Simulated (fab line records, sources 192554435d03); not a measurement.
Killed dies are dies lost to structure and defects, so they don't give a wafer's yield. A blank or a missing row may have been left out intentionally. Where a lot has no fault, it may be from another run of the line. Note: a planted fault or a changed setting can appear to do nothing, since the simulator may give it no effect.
Which tool was responsible? + flow n5 finfet + 9 lots, 26 wafers sampled, at 5 steps of a route of 1938

WHAT EACH GAUGE READ, for each wafer
N5_BEOL_M2_CD_MEAS_11: target cd 16.79 nm. Usual: 16.82 nm for cd nm, sd 0.24.
| lot  | measured     | on        | cd nm (nm)        | flag |
|------|--------------|-----------|-------------------|------|
| L941 | day 6 11:03  | cd sem-01 | 16.91 16.74 15.82 |      |
| L945 | day 7 11:38  | cd sem-03 | 16.98 16.85 17.05 |      |
| L947 | day 8 09:25  | cd sem-01 | 16.63 16.77 16.53 |      |
| L952 | day 9 16:26  | cd sem-02 | 16.95 16.77 16.73 |      |
| L954 | day 10 00:17 | cd sem-01 | 16.75 17.12 17.26 |      |
| L958 | day 10 21:00 | cd sem-02 | 16.39 16.61 16.65 |      |
| L960 | day 10 21:52 | cd sem-02 | 17.13 17.22 16.70 |      |
| L962 | day 12 06:11 | cd sem-03 | 16.78 17.08       |      |
| L963 | day 12 09:13 | cd sem-01 | 16.98 16.66 17.18 |      |

N5_BEOL_M2_OCD_MEAS_38. Usual: 55.3 nm for trench depth nm, sd 0.96.
| lot  | measured     | on     | trench depth nm (nm) | flag |
|------|--------------|--------|----------------------|------|
| L941 | day 6 18:29  | ocd-01 | 53.7 55.8 53.4       |      |
| L945 | day 7 23:30  | ocd-01 | 55.3 53.7 54.3       |      |
| L947 | day 8 12:23  | ocd-02 | 56.6 55.2 55.7       |      |
| L952 | day 9 20:30  | ocd-02 | 55.7 54.9 56.3       |      |
| L954 | day 10 03:01 | ocd-02 | 53.9 53.8 54.2       |      |
| L958 | day 10 23:45 | ocd-01 | 55.7 55.3 54.2       |      |
| L960 | day 11 02:56 | ocd-01 | 55.4 56.0 54.6       |      |
| L962 | day 12 13:42 | ocd-02 | 56.0 56.5            |      |
| L963 | day 12 17:20 | ocd-01 | 55.0 54.7 55.0       |      |

N5_BEOL_M4_RC_MEAS_101. Usual: DIBL_N 36.5 mV/V, standard deviation 1.8; DIBL_P 36.5 mV/V, standard deviation 2.1; IOFF_N 0.17 nA/um, standard deviation 0.031; IOFF_P 0.22 nA/um, standard deviation 0.036; ION_N 677 uA/um, standard deviation 11; ION_P 463 uA/um, standard deviation 8; SS_N 71.6 mV/dec, standard deviation 0.61; SS_P 73.3 mV/dec, standard deviation 0.63; VT_N 249 mV, standard deviation 3.1; VT_P -250 mV, standard deviation 3.3.
| lot  | measured     | on        | DIBL_N (mV/V)  | DIBL_P (mV/V)  | IOFF_N (nA/um) | IOFF_P (nA/um) | ION_N (uA/um) | ION_P (uA/um) | SS_N (mV/dec)  | SS_P (mV/dec)  | VT_N (mV)   | VT_P (mV)      | flag |
|------|--------------|-----------|----------------|----------------|----------------|----------------|---------------|---------------|----------------|----------------|-------------|----------------|------|
| L941 | day 7 22:33  | prober-02 | 33.8 35.2 33.9 | 32.6 34.7 32.7 | 0.12 0.15 0.13 | 0.15 0.20 0.16 | 655 672 659   | 446 457 447   | 71.0 71.0 70.7 | 72.9 73.3 71.9 | 253 248 253 | -257 -250 -255 |      |
| L945 | day 8 21:28  | prober-01 | 37.0 38.6 36.6 | 36.2 39.5 36.2 | 0.16 0.19 0.15 | 0.20 0.25 0.20 | 671 691 676   | 458 474 469   | 71.6 71.3 70.8 | 73.5 74.3 73.4 | 247 247 249 | -251 -247 -248 |      |
| L947 | day 9 20:15  | prober-02 | 35.0 35.7 33.9 | 35.6 36.2 34.9 | 0.13 0.15 0.13 | 0.19 0.20 0.18 | 667 678 675   | 465 467 463   | 70.8 71.3 70.9 | 73.1 73.9 72.5 | 249 249 251 | -251 -253 -251 |      |
| L952 | day 11 03:36 | prober-02 | 35.7 35.7 38.2 | 35.2 35.7 37.1 | 0.16 0.16 0.19 | 0.19 0.20 0.22 | 669 676 681   | 458 461 461   | 71.8 71.6 71.7 | 72.9 73.1 73.4 | 249 248 249 | -252 -251 -252 |      |
| L954 | day 11 07:36 | prober-02 | 38.1 38.4 34.5 | 37.8 38.9 34.7 | 0.17 0.19 0.12 | 0.20 0.23 0.16 | 675 684 672   | 452 464 462   | 72.2 72.9 71.4 | 73.4 74.0 73.6 | 251 248 252 | -251 -251 -255 |      |
| L958 | day 12 10:10 | prober-01 | 33.8 37.1 35.9 | 31.6 35.1 33.6 | 0.12 0.19 0.17 | 0.16 0.22 0.19 | 667 681 668   | 455 460 455   | 70.6 71.2 71.5 | 71.7 73.0 73.0 | 252 245 247 | -252 -246 -251 |      |
| L960 | day 12 10:23 | prober-02 | 37.5 36.0 36.7 | 38.0 36.8 37.7 | 0.20 0.18 0.19 | 0.29 0.27 0.30 | 688 694 692   | 475 482 478   | 72.0 71.0 71.7 | 73.8 73.5 73.9 | 246 246 248 | -242 -243 -241 |      |
| L962 | day 13 21:04 | prober-02 | 33.1 36.2      | 32.2 36.9      | 0.11 0.17      | 0.17 0.22      | 649 664       | 458 463       | 70.5 72.0      | 72.9 72.4      | 253 251     | -252 -249      |      |
| L963 | day 14 00:46 | prober-02 | 36.9 38.9 35.3 | 37.0 39.9 35.8 | 0.17 0.21 0.16 | 0.25 0.29 0.22 | 673 687 683   | 465 476 472   | 71.8 72.7 71.2 | 73.1 73.8 72.8 | 247 247 250 | -246 -243 -248 |      |

TOOL THAT RAN EACH LOT (tool first, then ch and the chambers of the sampled wafers, then the start)
| lot  | N5_BEOL_M2_ETCHBACK_99             | N5_BEOL_M2_ETCH_70                 |
|------|------------------------------------|------------------------------------|
| L941 | rie diel-03 ch 0,1, day 6 18:05    | rie diel-03 ch 0,1, day 6 18:07    |
| L945 | rie diel-03 ch 0,1,2, day 7 23:06  | rie diel-03 ch 0,1,2, day 7 23:08  |
| L947 | rie diel-04 ch 0,1,2, day 8 11:59  | rie diel-04 ch 0,1,2, day 8 12:01  |
| L952 | rie diel-04 ch 1,2, day 9 20:07    | rie diel-04 ch 1,2, day 9 20:08    |
| L954 | rie diel-03 ch 0,2, day 10 02:37   | rie diel-03 ch 0,2, day 10 02:39   |
| L958 | rie diel-05 ch 1,2,3, day 10 23:22 | rie diel-05 ch 1,2,3, day 10 23:23 |
| L960 | rie diel-04 ch 0,2, day 11 02:33   | rie diel-04 ch 0,2, day 11 02:35   |
| L962 | rie diel-04 ch 0,3, day 12 13:18   | rie diel-04 ch 0,3, day 12 13:20   |
| L963 | rie diel-05 ch 0,1,2, day 12 16:57 | rie diel-05 ch 0,1,2, day 12 16:59 |
- N5_BEOL_M2_ETCHBACK_99: etches SiO2 in CHF3, target depth 5 nm, time 10.4 s.
- N5_BEOL_M2_ETCH_70: etches SOC in N2/H2, target depth 80 nm, overetch 24 nm, time 130 s.

AS READ BY THE TOOLS THEMSELVES (means over the sampled wafers that have a number; for cases with no such wafer, the mark the record gives instead)
N5_BEOL_M2_ETCHBACK_99. Usual: drypump motor current A 5.8 A, standard deviation 0.35; oes product au 0.79 a.u., standard deviation 0.097; rf vpp V 241 V, standard deviation 5.7; showerhead plenum p Torr 2.16 Torr, standard deviation 0.077; throttle valve pct 17.02 %, standard deviation 0.22.
| lot  | tool        | drypump motor current A (A) | oes product au (a.u.) | rf vpp V (V) | showerhead plenum p Torr (Torr) | throttle valve pct (%) | flag |
|------|-------------|-----------------------------|-----------------------|--------------|---------------------------------|------------------------|------|
| L941 | rie diel-03 | 5.8                         | 0.77                  | 246          | 2.21                            | 16.83                  |      |
| L945 | rie diel-03 | 5.8                         | 0.75                  | 241          | 2.14                            | 16.92                  |      |
| L947 | rie diel-04 | 6.0                         | 0.77                  | 242          | 2.15                            | 17.20                  |      |
| L952 | rie diel-04 | 5.9                         | 0.80                  | 244          | 2.14                            | 16.92                  |      |
| L954 | rie diel-03 | 5.9                         | 0.68                  | 238          | 2.10                            | 17.00                  |      |
| L958 | rie diel-05 | 5.5                         | 0.75                  | 242          | 2.15                            | 16.97                  |      |
| L960 | rie diel-04 | 5.8                         | 0.78                  | 244          | 2.10                            | 17.16                  |      |
| L962 | rie diel-04 | 6.0                         | 0.91                  | 238          | 2.20                            | 17.11                  |      |
| L963 | rie diel-05 | 5.8                         | 0.76                  | 242          | 2.19                            | 17.02                  |      |

N5_BEOL_M2_ETCH_70. Usual: bias w 149.9 W, standard deviation 0.49; drypump motor current A 5.8 A, standard deviation 0.35; n2 flow sccm 200.1 sccm, standard deviation 0.61; oes product au 0.59 a.u., standard deviation 0.068; rf vpp V 524.0 V, standard deviation 2.7; showerhead plenum p Torr 2.55 Torr, standard deviation 0.093; temp c 40.00 C, standard deviation 0.11; throttle valve pct 17.75 %, standard deviation 0.24.
| lot  | tool        | bias w (W) | drypump motor current A (A) | n2 flow sccm (sccm) | oes product au (a.u.) | rf vpp V (V) | showerhead plenum p Torr (Torr) | temp c (C) | throttle valve pct (%) | flag |
|------|-------------|------------|-----------------------------|---------------------|-----------------------|--------------|---------------------------------|------------|------------------------|------|
| L941 | rie diel-03 | 149.8      | 5.8                         | 201.0               | 0.56                  | 526.2        | 2.62                            | 39.98      | 17.57                  |      |
| L945 | rie diel-03 | 150.4      | 5.8                         | 200.0               | 0.56                  | 523.9        | 2.54                            | 40.20      | 17.65                  |      |
| L947 | rie diel-04 | 149.5      | 6.0                         | 200.0               | 0.56                  | 523.2        | 2.54                            | 40.06      | 17.94                  |      |
| L952 | rie diel-04 | 150.1      | 5.9                         | 200.6               | 0.58                  | 524.3        | 2.53                            | 40.00      | 17.72                  |      |
| L954 | rie diel-03 | 164.7      | 5.8                         | 199.8               | 0.51                  | 553.6        | 2.46                            | 40.10      | 17.56                  | OFF  |
| L958 | rie diel-05 | 149.9      | 5.5                         | 199.8               | 0.55                  | 523.9        | 2.54                            | 39.95      | 17.71                  |      |
| L960 | rie diel-04 | 150.3      | 5.8                         | 200.3               | 0.58                  | 522.0        | 2.47                            | 40.06      | 17.93                  |      |
| L962 | rie diel-04 | 150.2      | 6.1                         | 200.6               | 0.66                  | 525.2        | 2.58                            | 39.82      | 17.80                  |      |
| L963 | rie diel-05 | 149.5      | 5.8                         | 200.5               | 0.56                  | 524.4        | 2.59                            | 40.06      | 17.80                  |      |

THE ANSWER, worked out from the rows above alone
Rule: a lot is off if the mean of its wafers that have a number lies more than 3 standard deviations from the usual mean. A lot without any number at a reading at which 4 lots or more have one is off too. Where the step has rows for the other lots, those lots are counted as sound. Order of review: gauges by route order, followed by the tools' own readings, for which a lot's mean as printed above is used. The first step at which some lot is off is used, and at that step the reading that is off furthest; a lot without a number counts as furthest.
Off at N5_BEOL_M2_ETCH_70 (bias w): L954.
If a tool, at that step or one of the process steps before it, ran each lot that is off and ran no sound lot following the first of them, it fits. One candidate fits, namely rie diel-03 at N5_BEOL_M2_ETCHBACK_99 and N5_BEOL_M2_ETCH_70. At N5_BEOL_M2_ETCHBACK_99 its last sound lot is L945 (day 7 23:06), its first lot that is off L954 (day 10 02:37): a fault that began between those two fits.

WHAT THE SIMULATOR PUT IN
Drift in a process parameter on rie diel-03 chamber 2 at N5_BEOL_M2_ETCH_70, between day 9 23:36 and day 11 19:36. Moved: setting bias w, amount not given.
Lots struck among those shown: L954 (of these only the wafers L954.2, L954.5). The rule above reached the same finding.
